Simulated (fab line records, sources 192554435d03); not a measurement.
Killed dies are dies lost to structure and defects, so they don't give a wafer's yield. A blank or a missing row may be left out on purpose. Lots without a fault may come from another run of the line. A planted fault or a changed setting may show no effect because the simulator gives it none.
Chamber matching | flow n5_finfet | N5_BEOL_M5_ETCH_67 on rie_diel-04: 4 sister chambers
The step etches SiARC in CF4, target depth 15.6 nm, time 26 s. 4 wafers are shown with their chamber, then 7 later ones without.

WAFERS WITH THEIR CHAMBER
wafer  | chamber | showerhead_plenum_p_Torr (Torr)
L902.6 | 2       | 2.28
L912.2 | 3       | 2.08
L916.2 | 1       | 2.13
L916.3 | 0       | 2.09

WAFERS WITHOUT THEIR CHAMBER
wafer  | showerhead_plenum_p_Torr (Torr)
L916.6 | 2.08
L917.4 | 2.09
L917.5 | 2.09
L917.6 | 2.08
L918.1 | 2.27
L918.3 | 2.09
L918.4 | 2.13

WHICH CHAMBER EACH WENT THROUGH
wafer  | from the rows above | in truth
L916.6 | 3                   | 3
L917.4 | 0                   | 0
L917.5 | 0                   | 0
L917.6 | 3                   | 3
L918.1 | 2                   | 2
L918.3 | 0                   | 0
L918.4 | 1                   | 1
Placed correctly: 7 of 7. Can't be placed from these rows: 0. Placed wrongly: 0.
How it was worked out, from the rows above alone: a wafer's distance from a chamber is the root of the sum, over the readings, of the square of ((its reading less the chamber's mean) divided by the reading's scatter). The wafer belongs to the nearest chamber; if the next one is less than 2 further off, it can't be placed. A chamber's mean is the mean of its shown wafers. The scatter: with one shown wafer a chamber, the root of the mean of the squares of how far each hidden wafer lies from its nearest shown one.
